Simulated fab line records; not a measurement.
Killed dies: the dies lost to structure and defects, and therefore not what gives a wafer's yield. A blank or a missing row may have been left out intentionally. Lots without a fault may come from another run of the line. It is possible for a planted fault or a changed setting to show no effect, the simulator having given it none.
Struck lot and sound lot, side by side / flow nand-harc / 18 out of 1302 route steps
Sound: the wafers L528.3, L528.5, L528.6. Wafers struck: L535.1, L535.2, L535.6. The cause comes at the end.
Per side, at each step with rows, come the tool, then ch with its chambers, and then its first start. Under that, the readings that differ: sound wafers / struck wafers / difference of the means / sigmas: that difference in standard deviations of wafers without a fault.
alike: same words and numbers on both sides, and readings whose means sit less than 2 such deviations apart. not compared: any withheld reading, any reading some wafer has no value for, any bound like >300 that may hide the same value, and any number with overlapping values for which the record gives no deviation.
A row with sigmas, a row that says differs or no value, or rows on one side alone: a step with any of these is where the two part. When numbers do not overlap yet have no deviation, they are printed without sigmas and do not part them. A reading that every wafer of one side lacks parts them only if that side has two wafers or more.

NHARC_A_CONTACT_ETCH_106: etches the open film in CF4/O2, target depth 90 nm, overetch 9 nm, time 49.5 s.
  sound on rie-diel-13 ch 0,1, day 22 04:30; struck on rie-diel-13 ch 0,1,3, day 25 07:17
  alike: drypump-motor-current-A, oes-product-au, rf-vpp-V, showerhead-plenum-p-Torr, throttle-valve-pct
  not compared: rf-hours-counter-h
NHARC_A_CONTACT_STRIP_82: strips in O2.
  sound on rie-diel-13 ch 0,1,3; struck on rie-diel-13 ch 1,2,3
  alike: drypump-motor-current-A, oes-product-au, rf-vpp-V, showerhead-plenum-p-Torr, throttle-valve-pct
  not compared: rf-hours-counter-h
then, 1 step without rows for these wafers: NHARC_A_CONTACT_STRIP_83 (strips in post etch residue remover, time 600 s).
NHARC_A_CONTACT_DEP_84: deposits aC, target thk 2800 nm.
  sound on acl-dep-02 ch 0, day 22 06:33; struck on acl-dep-01 ch 0, day 25 10:55
  alike: throttle-valve-pct
NHARC_A_CONTACT_DEP_85: deposits SiON, target thk 60 nm.
  sound on pecvd-03 ch 0,1,2, day 22 07:47; struck on pecvd-03 ch 0,1,2, day 25 12:38
  alike: heater-power-outer-w, heater-power-w, showerhead-vpp-V
then, 7 steps without rows for these wafers: NHARC_A_CONTACT_DEHYDRATE_00 (time 120 s); NHARC_A_CONTACT_HMDS_01 (time 30 s); NHARC_A_CONTACT_COAT_86 (time 75 s); NHARC_A_CONTACT_COAT_87 (time 65 s); NHARC_A_CONTACT_COAT_02 (resist thk 90 nm); NHARC_A_CONTACT_SOFTBAKE_03 (time 55 s); NHARC_A_CONTACT_EBR_04.
NHARC_A_CONTACT_EXPOSE_05: exposes mask A CC.
  sound on arfi-scanner-01 ch 0, day 22 08:13; struck on arfi-scanner-01 ch 0, day 25 13:13
reading=exposure-dose-mJ-cm2; sound=84.12 84.18 84.17; struck=90.91 91.09 90.87; difference=+6.80; sigmas=+76
  alike: mask
then, 2 steps without rows for these wafers: NHARC_A_CONTACT_PEB_06 (peb time 65 s); NHARC_A_CONTACT_DEVELOP_07 (develop time 35 s).
NHARC_A_CONTACT_CD_MEAS_08: target cd 200 nm.
  sound on cd-sem-02 ch 0, day 22 08:21; struck on cd-sem-02 ch 0, day 25 13:22
reading=cd-nm (nm); sound=201.4 201.4 200.2; struck=205.9 205.3 205.8; difference=+4.7; sigmas=+7
NHARC_A_CONTACT_OVL_MEAS_09:
  struck on overlay-01, day 25 13:27; sound on overlay-01, day 22 08:26
  alike: overlay-x-nm, overlay-y-nm
NHARC_END_SORT_01:
  the record has rows for the sound wafers here (prober-01 ch 0, day 24 11:38) and none for the struck ones

WHERE THEY PART
Earliest at NHARC_A_CONTACT_EXPOSE_05; latest, in this record, at NHARC_END_SORT_01.

WHY: the cause the simulator had injected
Drift in process parameters on arfi-scanner-01 at NHARC_A_CONTACT_EXPOSE_05, starting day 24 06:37. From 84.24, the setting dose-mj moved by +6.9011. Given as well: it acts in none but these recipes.
